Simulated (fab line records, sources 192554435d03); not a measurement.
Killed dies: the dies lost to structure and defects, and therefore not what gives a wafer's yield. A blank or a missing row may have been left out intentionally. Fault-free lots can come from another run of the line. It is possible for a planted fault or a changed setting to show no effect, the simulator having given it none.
fab line records	flow n5-finfet
[record] lots = 24	wafers = 72	last-day = 17
route steps=1938 shown BEOL_M0@737 BEOL_M1@768
lots untouched by any fault: they come from a run of this same line in which no faults occurred
start-h: hours from the record's first day to the start of the lot's first wafer shown	wait-h: hours from the lot's prior step to this one	" unchanged from the row above	L1.1+2: a single row standing in for several wafers	- no value present, or no start provided	* or withheld: withheld	< > ~ a bound
route shown NAME@n: a module of which the file shows steps, and the number in the route of the first	usual: mean and standard deviation over wafers with no fault	same: alike in all rows	chamber/n: place in a boat	sites: the reading at each site	_std_site: their standard deviation	_edge_site: inner sites' mean taken away from outer sites' mean	radius-mm: for every site, how far away it sits from the centre of the wafer	mask NAME#n: copy n	behind: the most recent tool/chamber to have shaped the wafer	hold: cause of the lot's hold/its duration in hours/its outcome	device: transistor that didn't switch, given as n, p or np	end of line: at the end of the route, the tests of the same wafers	a step with no rows: only its recipe	killed: dies lost to structure and defects at the first sort, not the wafer's yield	map: a wafer's dies, marking killed ones x, the rest . and places with no die _
set.NAME: the setting that was run; set.NAME@STEP: the one run at that earlier step	model.NAME: the simulator's own value behind a step, which no gauge read
steps of the route over a sample of lots; a table a step, a row a wafer
services: a tool's chamber out of use, with start hour (start-h, from the record's first day; less than 0 if before it), hours out, and reason
[[steps]]
[step N5_BEOL_M0_ANNEAL_133]
[recipe] temp-c = 400	time-s = 60	ambient = vacuum
[usual] heater-power-w = 820/65	susceptor_temp_C_max = 401.0/0.41
lot.wafer	tool	chamber	start-h	wait-h	heater-power-w	susceptor_temp_C_max
L074.1	pvd-sputter-03	-	122.09	0.0	713	401.3
L074.4	"	-	"	"	744	400.9
L074.6	"	-	"	"	815	402.0
L075.1	pvd-sputter-03	-	126.95	0.0	725	401.6
L075.4	"	-	"	"	766	401.1
L075.6	"	-	"	"	805	401.4
L076.2	pvd-sputter-01	-	128.25	0.0	754	401.3
L076.3	"	-	"	"	762	400.6
L076.4	"	-	"	"	849	400.3
L077.2	pvd-sputter-03	-	137.29	0.0	762	400.8
L077.3	"	-	"	"	846	401.0
L077.5	"	-	"	"	796	401.5
L078.1	pvd-sputter-01	-	143.46	0.0	761	401.2
L078.2	"	-	"	"	846	400.4
L078.3	"	-	"	"	778	400.7
L079.3	pvd-sputter-02	-	146.98	0.0	893	400.7
L079.4	"	-	"	"	887	400.6
L079.5	"	-	"	"	898	400.5
L080.2	pvd-sputter-01	-	150.18	0.0	906	400.9
L080.3	"	-	"	"	841	400.7
L080.6	"	-	"	"	854	400.5
L081.2	pvd-sputter-03	-	163.26	0.0	693	401.5
L081.3	"	-	"	"	790	401.6
L081.4	"	-	"	"	826	400.4
L082.1	pvd-sputter-02	-	163.46	0.0	873	400.5
L082.4	"	-	"	"	801	401.0
L082.5	"	-	"	"	889	401.1
L083.1	pvd-sputter-02	-	171.83	0.0	896	400.9
L083.5	"	-	"	"	810	401.3
L083.6	"	-	"	"	905	400.7
L084.1	pvd-sputter-03	-	180.48	0.0	705	401.7
L084.2	"	-	"	"	744	400.8
L084.4	"	-	"	"	814	401.5
L086.1	pvd-sputter-03	-	197.46	0.0	795	401.1
L086.2	"	-	"	"	739	400.9
L086.4	"	-	"	"	835	400.8
L085.3	pvd-sputter-03	-	197.90	0.0	806	401.5
L085.4	"	-	"	"	715	401.2
L085.5	"	-	"	"	802	401.8
L087.2	pvd-sputter-02	-	205.19	0.0	877	401.3
L087.4	"	-	"	"	914	399.9
L087.5	"	-	"	"	941	400.9
L088.3	pvd-sputter-02	-	209.19	0.0	882	400.8
L088.4	"	-	"	"	908	401.0
L088.5	"	-	"	"	877	401.1
L089.1	pvd-sputter-02	-	215.10	0.0	785	401.0
L089.2	"	-	"	"	896	400.4
L089.6	"	-	"	"	801	401.0
L090.1	pvd-sputter-02	-	219.10	0.0	908	400.9
L090.4	"	-	"	"	875	400.9
L090.5	"	-	"	"	899	400.9
L091.3	pvd-sputter-03	-	220.82	0.0	842	400.3
L091.4	"	-	"	"	767	400.8
L091.5	"	-	"	"	756	401.2
L092.1	pvd-sputter-01	-	225.77	0.0	775	400.9
L092.2	"	-	"	"	766	401.1
L092.5	"	-	"	"	892	400.7
L093.3	pvd-sputter-03	-	240.79	0.0	722	401.6
L093.4	"	-	"	"	807	401.2
L093.6	"	-	"	"	718	400.9
L094.1	pvd-sputter-02	-	245.12	0.0	916	401.1
L094.4	"	-	"	"	779	401.2
L094.5	"	-	"	"	891	401.1
L095.1	pvd-sputter-03	-	246.87	0.0	793	401.6
L095.4	"	-	"	"	756	400.7
L095.6	"	-	"	"	805	401.1
L096.3	pvd-sputter-02	-	258.49	0.0	757	400.9
L096.5	"	-	"	"	889	401.0
L096.6	"	-	"	"	893	400.7
L097.1	pvd-sputter-01	-	261.25	0.0	791	400.5
L097.2	"	-	"	"	867	399.7
L097.5	"	-	"	"	896	401.4
[step N5_BEOL_M0_SPUTTER_134]
[recipe] material = Cu	target-thk-a = 40	temp-c = -20	chamber-pressure-pa = 0.07	power-w = withheld	time-s = 7.37
[usual] chamber-pressure-pa = 0.07/0.00013	substrate-temp-c = -20.00/0.11	throttle-valve-pct = 29.8/0.94
lot.wafer	tool	chamber	start-h	wait-h	chamber-pressure-pa	substrate-temp-c	throttle-valve-pct
L074.1	pvd-sputter-03	-	122.13	0.0	0.07008	-20.01	29.4
L074.4	"	-	"	"	0.07003	-19.99	28.8
L074.6	"	-	"	"	0.06998	-19.98	29.0
L075.1	pvd-sputter-03	-	126.99	0.0	0.07	-19.94	29.5
L075.4	"	-	"	"	0.0698	-19.87	28.9
L075.6	"	-	"	"	0.06994	-19.96	29.0
L076.2	pvd-sputter-01	-	128.29	0.0	0.06994	-19.97	29.9
L076.3	"	-	"	"	0.06982	-19.95	29.7
L076.4	"	-	"	"	0.06992	-20.01	28.0
L077.2	pvd-sputter-03	-	137.33	0.0	0.06985	-19.90	28.8
L077.3	"	-	"	"	0.06979	-19.78	31.5
L077.5	"	-	"	"	0.0701	-19.87	29.0
L078.1	pvd-sputter-01	-	143.50	0.0	0.07012	-20.05	30.0
L078.2	"	-	"	"	0.06993	-20.30	27.8
L078.3	"	-	"	"	0.06993	-19.97	29.1
L079.3	pvd-sputter-02	-	147.02	0.0	0.06974	-19.85	30.3
L079.4	"	-	"	"	0.07007	-19.95	29.4
L079.5	"	-	"	"	0.06965	-19.98	30.2
L080.2	pvd-sputter-01	-	150.22	0.0	0.06974	-19.81	30.0
L080.3	"	-	"	"	0.06994	-19.90	28.1
L080.6	"	-	"	"	0.06993	-19.97	29.9
L081.2	pvd-sputter-03	-	163.30	0.0	0.06991	-20.18	29.3
L081.3	"	-	"	"	0.06999	-19.99	28.8
L081.4	"	-	"	"	0.07007	-19.82	31.5
L082.1	pvd-sputter-02	-	163.50	0.0	0.06999	-19.86	29.8
L082.4	"	-	"	"	0.07	-20.01	29.1
L082.5	"	-	"	"	0.06995	-19.99	31.1
L083.1	pvd-sputter-02	-	171.87	0.0	0.07019	-20.10	31.3
L083.5	"	-	"	"	0.07025	-19.79	29.2
L083.6	"	-	"	"	0.07002	-19.87	30.2
L084.1	pvd-sputter-03	-	180.52	0.0	0.07009	-20.10	29.0
L084.2	"	-	"	"	0.07007	-20.21	28.9
L084.4	"	-	"	"	0.06983	-20.21	29.0
L086.1	pvd-sputter-03	-	197.50	0.0	0.06985	-19.97	29.4
L086.2	"	-	"	"	0.06988	-19.96	29.0
L086.4	"	-	"	"	0.07003	-20.12	31.5
L085.3	pvd-sputter-03	-	197.94	0.0	0.07016	-20.20	29.2
L085.4	"	-	"	"	0.06988	-20.07	29.5
L085.5	"	-	"	"	0.07018	-20.15	28.9
L087.2	pvd-sputter-02	-	205.23	0.0	0.07013	-20.00	29.9
L087.4	"	-	"	"	0.07001	-19.87	30.2
L087.5	"	-	"	"	0.06983	-20.13	31.0
L088.3	pvd-sputter-02	-	209.23	0.0	0.07	-20.01	29.9
L088.4	"	-	"	"	0.06985	-19.93	31.3
L088.5	"	-	"	"	0.07007	-19.91	31.3
L089.1	pvd-sputter-02	-	215.14	0.0	0.07015	-19.92	28.9
L089.2	"	-	"	"	0.07007	-19.90	29.7
L089.6	"	-	"	"	0.06995	-19.96	29.4
L090.1	pvd-sputter-02	-	219.14	0.0	0.07022	-19.95	31.2
L090.4	"	-	"	"	0.07013	-20.05	29.8
L090.5	"	-	"	"	0.07009	-19.91	31.3
L091.3	pvd-sputter-03	-	220.86	0.0	0.06994	-20.04	31.8
L091.4	"	-	"	"	0.07002	-20.08	29.0
L091.5	"	-	"	"	0.07018	-19.98	29.0
L092.1	pvd-sputter-01	-	225.81	0.0	0.07014	-19.92	29.2
L092.2	"	-	"	"	0.07002	-19.91	30.1
L092.5	"	-	"	"	0.07004	-19.81	29.9
L093.3	pvd-sputter-03	-	240.83	0.0	0.07013	-19.94	29.5
L093.4	"	-	"	"	0.06983	-20.00	29.1
L093.6	"	-	"	"	0.06997	-19.94	29.1
L094.1	pvd-sputter-02	-	245.16	0.0	0.06976	-19.89	31.0
L094.4	"	-	"	"	0.07006	-20.06	29.2
L094.5	"	-	"	"	0.07019	-19.96	29.9
L095.1	pvd-sputter-03	-	246.91	0.0	0.0702	-19.92	28.9
L095.4	"	-	"	"	0.07011	-20.00	28.9
L095.6	"	-	"	"	0.07014	-19.81	31.2
L096.3	pvd-sputter-02	-	258.53	0.0	0.06998	-20.05	29.1
L096.5	"	-	"	"	0.07011	-19.98	29.7
L096.6	"	-	"	"	0.07004	-20.17	30.2
L097.1	pvd-sputter-01	-	261.29	0.0	0.06999	-20.00	29.4
L097.2	"	-	"	"	0.06995	-19.77	28.3
L097.5	"	-	"	"	0.06995	-20.23	30.1
[step N5_BEOL_M0_ANNEAL_119]
[recipe] temp-c = 225	time-s = 90	ambient = N2
[usual] anneal-temp-c = 225.01/0.17	wafer_temp_C_max = 226.08/0.28
lot.wafer	tool	chamber	start-h	wait-h	anneal-temp-c	wafer_temp_C_max
L074.1	rtp-anneal-02	0	122.44	0.1	225.17	226.53
L074.4	"	0	"	"	225.17	226.45
L074.6	"	0	"	"	225.19	227.11
L075.1	rtp-anneal-02	0	127.31	0.1	224.75	226.26
L075.4	"	0	"	"	225.04	226.14
L075.6	"	0	"	"	225.08	226.23
L076.2	rtp-anneal-02	0	128.65	0.1	224.93	225.82
L076.3	"	0	"	"	225.07	225.68
L076.4	"	0	"	"	224.81	226.01
L077.2	rtp-anneal-01	0	137.93	0.3	224.89	225.91
L077.3	"	0	"	"	224.72	225.54
L077.5	"	0	"	"	225.02	226.25
L078.1	rtp-anneal-01	0	143.82	0.1	225.02	225.68
L078.2	"	0	"	"	225.40	225.72
L078.3	"	0	"	"	225.25	225.92
L079.3	rtp-anneal-01	0	147.42	0.1	225.18	226.03
L079.4	"	0	"	"	224.97	226.10
L079.5	"	0	"	"	225.00	226.07
L080.2	rtp-anneal-01	0	150.58	0.1	224.96	226.22
L080.3	"	0	"	"	224.88	225.89
L080.6	"	0	"	"	225.43	225.86
L081.2	rtp-anneal-02	0	164.23	0.7	224.88	226.20
L081.3	"	0	"	"	225.08	226.22
L081.4	"	0	"	"	224.95	226.40
L082.1	rtp-anneal-01	0	164.31	0.6	224.98	226.29
L082.4	"	0	"	"	224.94	226.42
L082.5	"	0	"	"	224.85	225.76
L083.1	rtp-anneal-02	0	172.18	0.1	224.46	226.36
L083.5	"	0	"	"	224.86	226.17
L083.6	"	0	"	"	225.00	226.43
L084.1	rtp-anneal-01	0	181.10	0.3	225.02	225.86
L084.2	"	0	"	"	225.15	225.88
L084.4	"	0	"	"	225.09	225.75
L086.1	rtp-anneal-02	0	198.01	0.3	225.11	226.22
L086.2	"	0	"	"	225.02	226.39
L086.4	"	0	"	"	225.11	226.36
L085.3	rtp-anneal-01	0	198.35	0.1	225.11	226.20
L085.4	"	0	"	"	224.90	225.97
L085.5	"	0	"	"	224.94	225.90
L087.2	rtp-anneal-02	0	205.59	0.1	225.03	226.33
L087.4	"	0	"	"	224.98	226.20
L087.5	"	0	"	"	224.98	226.30
L088.3	rtp-anneal-02	0	209.64	0.1	224.94	225.69
L088.4	"	0	"	"	224.68	225.71
L088.5	"	0	"	"	224.93	226.34
L089.1	rtp-anneal-02	0	215.48	0.1	225.02	226.12
L089.2	"	0	"	"	224.86	226.43
L089.6	"	0	"	"	224.91	226.11
L090.1	rtp-anneal-02	0	219.90	0.5	225.04	226.24
L090.4	"	0	"	"	224.99	225.96
L090.5	"	0	"	"	224.96	226.10
L091.3	rtp-anneal-01	0	221.27	0.1	225.00	225.80
L091.4	"	0	"	"	224.98	225.84
L091.5	"	0	"	"	224.98	225.84
L092.1	rtp-anneal-02	0	226.13	0.1	225.07	226.18
L092.2	"	0	"	"	225.08	226.04
L092.5	"	0	"	"	225.18	226.40
L093.3	rtp-anneal-02	0	241.28	0.2	225.29	226.28
L093.4	"	0	"	"	225.31	226.29
L093.6	"	0	"	"	225.29	225.87
L094.1	rtp-anneal-01	0	245.53	0.1	224.95	226.02
L094.4	"	0	"	"	225.07	225.81
L094.5	"	0	"	"	225.18	226.29
L095.1	rtp-anneal-01	0	247.23	0.1	224.68	226.02
L095.4	"	0	"	"	224.97	225.97
L095.6	"	0	"	"	225.04	225.93
L096.3	rtp-anneal-01	0	258.94	0.1	224.75	226.25
L096.5	"	0	"	"	225.02	225.84
L096.6	"	0	"	"	224.94	225.38
L097.1	rtp-anneal-01	0	261.72	0.2	224.78	225.86
L097.2	"	0	"	"	224.86	226.20
L097.5	"	0	"	"	225.00	225.55
[step N5_BEOL_M1_ETCH_74]
[recipe] chemistry = N2/H2	target = underlayer	target-depth-a = 65	mask-material = CAR-EUV	time-s = 5.2	ion-energy-ev = 200	pressure-mtorr = 30	source-w = 840	bias-w = 150	n2-flow-sccm = 200	h2-flow-sccm = 200	ends = cleared
[usual] chamber-pressure-mTorr = 30.00/0.042	drypump-motor-current-A = 5.9/0.47	etch-rf-on-time-s = 5.22/0.11	oes-product-au = 0.66/0.071	rf-vpp-V = 525.2/2.3	showerhead-plenum-p-Torr = 2.59/0.067	throttle-valve-pct = 17.81/0.22
lot.wafer	tool	chamber	start-h	wait-h	chamber-pressure-mTorr	drypump-motor-current-A	etch-rf-on-time-s	oes-product-au	rf-hours-counter-h	rf-vpp-V	showerhead-plenum-p-Torr	throttle-valve-pct
L074.1	rie-diel-03	0	125.13	0.0	30.01	6.7	5.31	0.66	104	523.9	2.57	18.00
L074.4	"	0	"	"	29.91	6.8	5.34	0.66	-	524.4	2.57	17.98
L074.6	"	1	"	"	30.03	6.1	5.35	0.63	-	526.4	2.65	17.88
L075.1	rie-diel-03	1	129.42	0.0	29.94	6.0	5.40	0.63	154	527.0	2.65	17.89
L075.4	"	3	"	"	29.98	6.0	5.24	0.61	-	527.6	2.65	18.07
L075.6	"	1	"	"	30.02	6.1	5.38	0.64	-	528.0	2.65	17.89
L076.2	rie-diel-02	1	131.56	0.0	29.99	5.8	5.06	0.67	139	523.8	2.55	17.58
L076.3	"	0	"	"	30.01	5.1	5.16	0.60	211	525.2	2.60	17.89
L076.4	"	2	"	"	30.00	6.5	5.38	0.61	189	523.0	2.55	18.17
L077.2	rie-diel-03	0	140.99	0.0	30.00	6.7	5.34	0.65	110	523.8	2.57	18.03
L077.3	"	2	"	"	29.97	4.9	5.28	0.81	1	523.1	2.50	17.51
L077.5	"	0	"	"	30.06	6.7	5.29	0.65	-	525.6	2.57	18.02
L078.1	rie-diel-02	3	147.69	0.0	30.04	5.6	5.02	0.60	250	519.8	2.41	17.92
L078.2	"	0	"	"	30.09	5.0	5.20	0.61	217	526.0	2.60	17.86
L078.3	"	2	"	"	29.97	6.4	5.41	0.61	194	523.7	2.55	18.17
L079.3	rie-diel-01	3	149.56	0.0	30.02	6.3	5.20	0.63	178	523.8	2.53	17.83
L079.4	"	2	"	"	29.95	5.7	5.40	0.61	188	525.5	2.64	17.60
L079.5	"	1	"	"	29.98	5.9	5.19	0.75	-	528.0	2.68	17.56
L080.2	rie-diel-02	0	154.25	0.0	29.96	5.1	5.20	0.59	219	526.7	2.60	17.88
L080.3	"	1	"	"	30.03	5.8	5.16	0.65	147	522.8	2.54	17.58
L080.6	"	2	"	"	30.00	6.5	5.44	0.61	-	522.7	2.55	18.17
L081.2	rie-diel-02	2	166.71	0.0	30.05	6.5	5.39	0.61	201	522.5	2.55	18.22
L081.3	"	0	"	"	30.01	5.0	5.22	0.59	224	525.8	2.60	17.90
L081.4	"	1	"	"	30.01	5.8	5.18	0.64	-	520.7	2.54	17.58
L082.1	rie-diel-01	1	167.26	0.0	30.06	5.9	5.10	0.75	43	527.2	2.68	17.59
L082.4	"	2	"	"	29.99	5.7	5.28	0.62	191	527.2	2.64	17.61
L082.5	"	3	"	"	29.95	6.3	5.22	0.61	-	522.8	2.52	17.84
L083.1	rie-diel-02	1	174.71	0.0	30.01	5.8	5.05	0.65	153	523.1	2.54	17.58
L083.5	"	3	"	"	30.02	5.6	5.19	0.85	-	527.7	2.73	17.49
L083.6	"	2	"	"	30.05	6.5	5.38	0.61	-	522.7	2.54	18.21
L084.1	rie-diel-01	2	183.04	0.0	30.07	5.7	5.31	0.62	196	525.9	2.64	17.63
L084.2	"	3	"	"	29.99	6.3	5.22	0.63	187	522.3	2.52	17.85
L084.4	"	0	"	"	30.15	5.8	4.96	0.79	24	527.1	2.58	17.76
L086.1	rie-diel-01	1	199.99	0.0	29.95	5.9	5.13	0.73	52	527.6	2.67	17.56
L086.2	"	3	"	"	30.00	6.3	5.18	0.63	192	522.3	2.52	17.85
L086.4	"	2	"	"	30.00	5.7	5.28	0.60	201	526.9	2.64	17.64
L085.3	rie-diel-02	2	200.50	0.0	30.02	6.5	5.31	0.61	211	523.3	2.54	18.22
L085.4	"	0	"	"	30.02	5.1	5.21	0.59	233	525.2	2.60	17.90
L085.5	"	3	"	"	30.01	5.7	5.15	0.82	-	528.2	2.72	17.50
L087.2	rie-diel-02	0	208.64	0.0	29.99	5.1	5.14	0.59	235	526.3	2.59	17.91
L087.4	"	2	"	"	29.98	6.5	5.35	0.60	214	522.7	2.54	18.23
L087.5	"	3	"	"	30.07	5.6	5.18	0.82	-	528.7	2.72	17.50
L088.3	rie-diel-02	0	212.41	0.0	30.00	5.1	5.10	0.59	236	526.1	2.59	17.91
L088.4	"	3	"	"	29.96	5.6	5.15	0.81	12	528.1	2.72	17.50
L088.5	"	1	"	"	30.02	5.8	5.15	0.65	-	524.0	2.54	17.61
L089.1	rie-diel-01	1	218.11	0.0	30.01	5.9	5.10	0.72	58	528.3	2.67	17.58
L089.2	"	3	"	"	30.11	6.3	5.23	0.61	198	523.1	2.52	17.85
L089.6	"	2	"	"	30.02	5.7	5.28	0.61	-	527.5	2.64	17.66
L090.1	rie-diel-01	0	223.37	0.0	30.01	5.8	4.95	0.77	34	525.5	2.58	17.79
L090.4	"	3	"	"	29.98	6.3	5.21	0.61	200	521.2	2.52	17.87
L090.5	"	0	"	"	30.06	5.8	4.90	0.77	-	523.7	2.58	17.79
L091.3	rie-diel-02	0	223.60	0.0	29.95	5.1	5.22	0.58	240	523.8	2.59	17.91
L091.4	"	3	"	"	30.02	5.6	5.20	0.81	15	531.1	2.72	17.52
L091.5	"	2	"	"	29.95	6.5	5.34	0.60	-	522.8	2.54	18.24
L092.1	rie-diel-01	0	229.18	0.0	29.99	5.8	5.02	0.77	36	524.1	2.58	17.77
L092.2	"	1	"	"	29.99	5.9	5.17	0.74	62	526.6	2.67	17.60
L092.5	"	3	"	"	29.94	6.3	5.28	0.62	-	525.3	2.52	17.86
L093.3	rie-diel-03	2	244.73	0.0	29.98	4.9	5.28	0.74	31	521.5	2.49	17.58
L093.4	"	3	"	"	30.01	6.0	5.20	0.61	196	528.1	2.63	18.12
L093.6	"	2	"	"	30.00	4.9	5.30	0.73	-	522.0	2.49	17.57
L094.1	rie-diel-01	2	248.68	0.0	30.04	5.7	5.29	0.60	217	522.8	2.63	17.65
L094.4	"	0	"	"	29.98	5.8	5.01	0.75	42	525.1	2.58	17.77
L094.5	"	2	"	"	29.97	5.7	5.30	0.60	-	525.7	2.63	17.65
L095.1	rie-diel-01	0	249.35	0.0	29.97	5.8	5.01	0.75	42	525.8	2.57	17.79
L095.4	"	1	"	"	30.04	5.9	5.23	0.71	68	526.1	2.67	17.63
L095.6	"	1	"	"	29.95	5.9	5.21	0.71	-	529.9	2.67	17.63
L096.3	rie-diel-03	0	261.17	0.0	29.99	6.7	5.38	0.63	143	524.2	2.55	18.07
L096.5	"	3	"	"	30.03	5.9	5.21	0.60	-	525.2	2.63	18.12
L096.6	"	0	"	"	30.03	6.7	5.39	0.63	-	524.4	2.55	18.08
L097.1	rie-diel-03	1	264.45	0.0	29.98	6.1	5.21	0.60	194	525.9	2.63	17.93
L097.2	"	0	"	"	29.99	6.8	5.29	0.62	145	523.7	2.55	18.08
L097.5	"	2	"	"	30.00	4.9	5.22	0.70	-	521.8	2.48	17.56
[step N5_BEOL_M1_ALD_98]
[recipe] material = SiO2	target-thk-a = 25	temp-c = 100	ald-precursor-family = BDEAS	ald-co-reactant = O2-plasma	pulse-time-s = 1	co-reactant-pulse-time-s = 1	purge-time-s = 2	co-reactant-purge-time-s = 2	ald-cycles = 17	pressure-torr = 2
[usual] heater-power-w = 80/7.3	precursor-pulse-height-rel = 1.002/0.019
[same] co-reactant-purge-time-s = 2
lot.wafer	tool	chamber	start-h	wait-h	heater-power-w	precursor-pulse-height-rel
L074.1	ald-sin-01	0	126.24	0.1	84	0.970
L074.4	"	1	"	"	81	1.005
L074.6	"	1	"	"	80	1.035
L075.1	ald-sin-02	1	131.25	0.4	81	1.009
L075.4	"	3	"	"	76	1.008
L075.6	"	3	"	"	77	1.030
L076.2	ald-sin-04	2	132.53	0.1	71	1.030
L076.3	"	0	"	"	87	0.976
L076.4	"	3	"	"	79	0.991
L077.2	ald-sin-02	0	141.96	0.1	96	1.022
L077.3	"	1	"	"	80	0.994
L077.5	"	2	"	"	80	0.963
L078.1	ald-sin-04	3	148.79	0.1	77	0.968
L078.2	"	0	"	"	89	1.007
L078.3	"	2	"	"	71	0.957
L079.3	ald-sin-02	2	151.09	0.1	82	1.004
L079.4	"	0	"	"	97	0.992
L079.5	"	2	"	"	81	0.996
L080.2	ald-sin-02	0	155.73	0.4	97	0.999
L080.3	"	2	"	"	80	1.039
L080.6	"	1	"	"	80	1.016
L081.2	ald-sin-02	3	168.06	0.1	75	1.005
L081.3	"	2	"	"	80	0.952
L081.4	"	1	"	"	80	0.986
L082.1	ald-sin-02	0	168.39	0.1	97	0.993
L082.4	"	2	"	"	81	0.989
L082.5	"	3	"	"	75	0.972
L083.1	ald-sin-02	3	175.72	0.1	75	1.018
L083.5	"	1	"	"	82	1.001
L083.6	"	2	"	"	80	1.015
L084.1	ald-sin-04	2	185.87	1.8	73	0.977
L084.2	"	3	"	"	77	0.996
L084.4	"	0	"	"	88	0.997
L086.1	ald-sin-04	0	201.35	0.1	89	0.979
L086.2	"	3	"	"	78	1.022
L086.4	"	2	"	"	72	1.009
L085.3	ald-sin-04	3	201.47	0.1	79	0.990
L085.4	"	0	"	"	88	0.996
L085.5	"	3	"	"	77	1.016
L087.2	ald-sin-02	1	209.67	0.1	80	1.029
L087.4	"	2	"	"	80	1.005
L087.5	"	1	"	"	79	1.025
L088.3	ald-sin-04	3	213.38	0.1	77	1.026
L088.4	"	1	"	"	72	0.998
L088.5	"	2	"	"	72	1.010
L089.1	ald-sin-01	1	219.40	0.1	81	0.973
L089.2	"	0	"	"	83	0.954
L089.6	"	1	"	"	79	1.020
L090.1	ald-sin-02	3	224.85	0.1	79	1.046
L090.4	"	1	"	"	79	0.985
L090.5	"	1	"	"	78	0.985
L091.3	ald-sin-02	2	225.08	0.1	80	0.976
L091.4	"	0	"	"	98	0.981
L091.5	"	3	"	"	77	0.992
L092.1	ald-sin-04	0	230.16	0.1	86	0.995
L092.2	"	1	"	"	71	0.975
L092.5	"	0	"	"	86	0.985
L093.3	ald-sin-01	0	245.92	0.1	84	1.027
L093.4	"	2	"	"	73	1.004
L093.6	"	2	"	"	72	1.002
L094.1	ald-sin-04	0	249.97	0.1	85	1.011
L094.4	"	3	"	"	76	1.023
L094.5	"	1	"	"	68	1.006
L095.1	ald-sin-04	1	250.58	0.1	70	1.022
L095.4	"	2	"	"	71	1.021
L095.6	"	2	"	"	71	0.976
L096.3	ald-sin-04	3	262.27	0.1	75	1.017
L096.5	"	3	"	"	78	1.000
L096.6	"	0	"	"	87	0.984
L097.1	ald-sin-01	2	265.68	0.1	70	1.004
L097.2	"	0	"	"	85	0.983
L097.5	"	2	"	"	71	1.016
[step N5_BEOL_M1_ANNEAL_49]
[recipe] temp-c = 400	time-s = 240	ambient = vacuum
[usual] heater-power-w = 811/66	susceptor_temp_C_max = 401.0/0.41
lot.wafer	tool	chamber	start-h	wait-h	heater-power-w	susceptor_temp_C_max
L074.1	pvd-sputter-03	-	132.09	0.0	795	401.6
L074.4	"	-	"	"	681	401.9
L074.6	"	-	"	"	740	400.4
L075.1	pvd-sputter-03	-	134.39	0.0	795	401.1
L075.4	"	-	"	"	849	401.0
L075.6	"	-	"	"	794	401.0
L076.2	pvd-sputter-03	-	137.69	0.0	755	401.6
L076.3	"	-	"	"	830	400.4
L076.4	"	-	"	"	706	401.8
L077.2	pvd-sputter-03	-	144.79	0.0	798	401.7
L077.3	"	-	"	"	716	402.0
L077.5	"	-	"	"	800	401.6
L078.1	pvd-sputter-02	-	150.30	0.0	888	400.8
L078.2	"	-	"	"	885	400.5
L078.3	"	-	"	"	790	401.1
L079.3	pvd-sputter-03	-	158.14	0.0	774	401.5
L079.4	"	-	"	"	814	400.9
L079.5	"	-	"	"	699	401.3
L080.2	pvd-sputter-03	-	160.06	0.0	831	400.5
L080.3	"	-	"	"	805	401.9
L080.6	"	-	"	"	720	401.4
L081.2	pvd-sputter-02	-	172.15	0.0	902	400.4
L081.3	"	-	"	"	898	400.8
L081.4	"	-	"	"	790	400.8
L082.1	pvd-sputter-03	-	175.84	0.0	827	400.9
L082.4	"	-	"	"	758	401.0
L082.5	"	-	"	"	712	401.2
L083.1	pvd-sputter-03	-	180.90	0.0	798	401.4
L083.5	"	-	"	"	812	401.2
L083.6	"	-	"	"	827	400.7
L084.1	pvd-sputter-03	-	187.57	0.0	797	401.5
L084.2	"	-	"	"	750	400.6
L084.4	"	-	"	"	837	400.8
L086.1	pvd-sputter-02	-	205.69	0.0	853	401.1
L086.2	"	-	"	"	925	400.6
L086.4	"	-	"	"	873	400.8
L085.3	pvd-sputter-01	-	206.52	0.0	768	401.0
L085.4	"	-	"	"	752	401.8
L085.5	"	-	"	"	798	401.1
L087.2	pvd-sputter-02	-	215.42	0.0	788	401.2
L087.4	"	-	"	"	880	400.3
L087.5	"	-	"	"	810	401.3
L088.3	pvd-sputter-03	-	218.70	0.0	689	401.6
L088.4	"	-	"	"	809	401.5
L088.5	"	-	"	"	813	400.7
L089.1	pvd-sputter-03	-	221.14	0.0	707	401.4
L089.2	"	-	"	"	835	400.0
L089.6	"	-	"	"	719	401.3
L090.1	pvd-sputter-01	-	226.41	0.0	878	400.1
L090.4	"	-	"	"	910	400.9
L090.5	"	-	"	"	878	400.7
L091.3	pvd-sputter-02	-	226.75	0.0	803	401.1
L091.4	"	-	"	"	890	400.8
L091.5	"	-	"	"	818	401.2
L092.1	pvd-sputter-02	-	232.11	0.0	903	400.5
L092.2	"	-	"	"	898	401.1
L092.5	"	-	"	"	894	400.6
L093.3	pvd-sputter-01	-	249.72	0.0	765	400.9
L093.4	"	-	"	"	756	400.9
L093.6	"	-	"	"	883	401.4
L094.1	pvd-sputter-03	-	252.78	0.0	791	402.0
L094.4	"	-	"	"	699	400.8
L094.5	"	-	"	"	804	400.7
L095.1	pvd-sputter-02	-	260.83	0.0	866	400.7
L095.4	"	-	"	"	795	401.7
L095.6	"	-	"	"	889	400.7
L096.3	pvd-sputter-02	-	264.51	0.0	792	400.8
L096.5	"	-	"	"	918	400.4
L096.6	"	-	"	"	889	401.3
L097.1	pvd-sputter-03	-	268.32	0.0	843	401.0
L097.2	"	-	"	"	762	401.0
L097.5	"	-	"	"	821	400.5
[[services]]
tool	chamber	start-h	hours	kind
ald-sin-04	0	99.25	-	clean
ald-sin-04	1	99.25	-	clean
ald-sin-04	2	99.25	-	clean
ald-sin-04	3	99.25	-	clean
pvd-sputter-03	-	101.84	8.9	repair
rie-diel-02	-	105.28	14.6	pm
ald-sin-04	2	140.28	5.4	repair
pvd-sputter-01	-	157.09	9.9	repair
rie-diel-03	-	172.67	0.3	repair
ald-sin-02	-	176.75	14.0	pm
ald-sin-02	0	176.75	14.0	vent-cycle
ald-sin-02	1	176.75	14.0	vent-cycle
ald-sin-02	2	176.75	14.0	vent-cycle
ald-sin-02	3	176.75	14.0	vent-cycle
ald-sin-02	0	190.75	-	clean
ald-sin-02	1	190.75	-	clean
ald-sin-02	2	190.75	-	clean
rie-diel-03	1	193.13	8.5	repair
rie-diel-03	-	236.51	0.3	repair
rie-diel-02	2	244.08	21.0	repair
ald-sin-02	-	244.47	14.6	pm
rie-diel-03	0	253.64	2.0	repair
rie-diel-02	0	254.95	14.4	repair
ald-sin-01	3	258.02	12.1	repair
[[key]]
fault none
